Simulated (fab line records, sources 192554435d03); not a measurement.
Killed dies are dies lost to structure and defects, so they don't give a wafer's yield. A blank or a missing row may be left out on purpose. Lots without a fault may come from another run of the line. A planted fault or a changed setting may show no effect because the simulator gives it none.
Split-lot experiment | flow n5_finfet | 7 lots, 21 wafers read, on a route of 1938 steps

THE SPLIT
At N5_FIN_SAQP_EXPOSE_13 (exposes mask FIN CORE, target cd 35.6 nm), the setting dose_mj was moved away from the recipe's 63.25 on 8 of the 21 wafers read, by -7.3% to +5.2%. The other wafers ran this setting at the recipe's value.

FROM THE SPLIT TO THE READING: what the file shows between them, 2 steps
- N5_FIN_SAQP_PEB_14: peb time 60 s
- N5_FIN_SAQP_DEVELOP_15: develop time 30 s

THE READING
cd_nm, in nm, at N5_FIN_SAQP_CD_MEAS_16 (target cd 35.6 nm). Fault-free wafers of this fab line usually give 35.8 nm, standard deviation 0.42 nm.

wafer  | tool, chamber at the split | dose_mj as run | against the recipe | cd_nm, nm | against lot-mates on the recipe
L077.1 | arfi_scanner-01, 0         | 63.25          | recipe             | 35.6      | -
L077.2 | arfi_scanner-01, 0         | 63.25          | recipe             | 36.1      | -
L077.5 | arfi_scanner-01, 0         | 61.3           | -3.1%              | 36.6      | +0.8
L078.1 | arfi_scanner-02, 0         | 63.25          | recipe             | 36.3      | -
L078.4 | arfi_scanner-02, 0         | 63.25          | recipe             | 35.9      | -
L078.6 | arfi_scanner-02, 0         | 63.25          | recipe             | 36.1      | -
L086.2 | arfi_scanner-02, 0         | 63.25          | recipe             | 36.4      | -
L086.4 | arfi_scanner-02, 0         | 63.25          | recipe             | 35.8      | -
L086.5 | arfi_scanner-02, 0         | 63.25          | recipe             | 36.0      | -
L087.2 | arfi_scanner-02, 0         | 58.65          | -7.3%              | 37.5      | +2.4
L087.3 | arfi_scanner-02, 0         | 58.65          | -7.3%              | 37.5      | +2.4
L087.5 | arfi_scanner-02, 0         | 63.25          | recipe             | 35.1      | -
L093.1 | arfi_scanner-02, 0         | 66.52          | +5.2%              | 34.5      | -1.1
L093.2 | arfi_scanner-02, 0         | 63.25          | recipe             | 35.8      | -
L093.6 | arfi_scanner-02, 0         | 63.25          | recipe             | 35.5      | -
L094.3 | arfi_scanner-03, 0         | 66.26          | +4.8%              | 34.6      | -0.5
L094.4 | arfi_scanner-03, 0         | 66.26          | +4.8%              | 34.2      | -0.9
L094.5 | arfi_scanner-03, 0         | 63.25          | recipe             | 35.1      | -
L097.3 | arfi_scanner-03, 0         | 63.25          | recipe             | 36.1      | -
L097.4 | arfi_scanner-03, 0         | 58.84          | -7.0%              | 38.9      | +2.8
L097.6 | arfi_scanner-03, 0         | 58.84          | -7.0%              | 37.8      | +1.7

THE FIT
A straight line over all 21 wafers: cd_nm changes by -0.289 nm for each +1% of dose_mj; r = -0.93; the points scatter about the line by 0.44 nm.
The same after taking each lot's own level away (the mean of its wafers on the recipe; 21 wafers): -0.277 nm for each +1%; r = -0.95; scatter 0.33 nm.
On that fit, the largest move of dose_mj shifts the reading by 2 nm.
The lots' own levels span 35.10 to 36.10 nm, that is 2.4 times the standard deviation above.
So the lot-to-lot level changes the slope little: the two slopes agree.
Check: with one of the wafers moved furthest among these (-7.3%) left out of the fit, the line predicts +2.09 nm for it against its lot-mates. It came out at +2.4 nm against them.

OTHER SPLITS ON THESE WAFERS
These wafers also went through other splits before the reading. Each is held against what the fit with the lots' levels taken away leaves over:
other split on the same wafers          | wafers away from the commonest value | r with cd_nm (lot level and that fit taken away)
N5_ZERO_LAYER_EXPOSE_08 dose_mj         | 9                                    | -0.15
N5_ZERO_LAYER_DEVELOP_10 develop_time_s | 3                                    | +0.06
N5_PMOS_HMC_CHANNEL_EPI_ETCH_32 bias_w  | 7                                    | -0.14
N5_FIN_SAQP_HM_DEP_03 time_s            | 5                                    | +0.20

THE FILE'S OWN FIT
cd_nm changes by -0.276 nm for each +1% of dose_mj, r = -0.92.
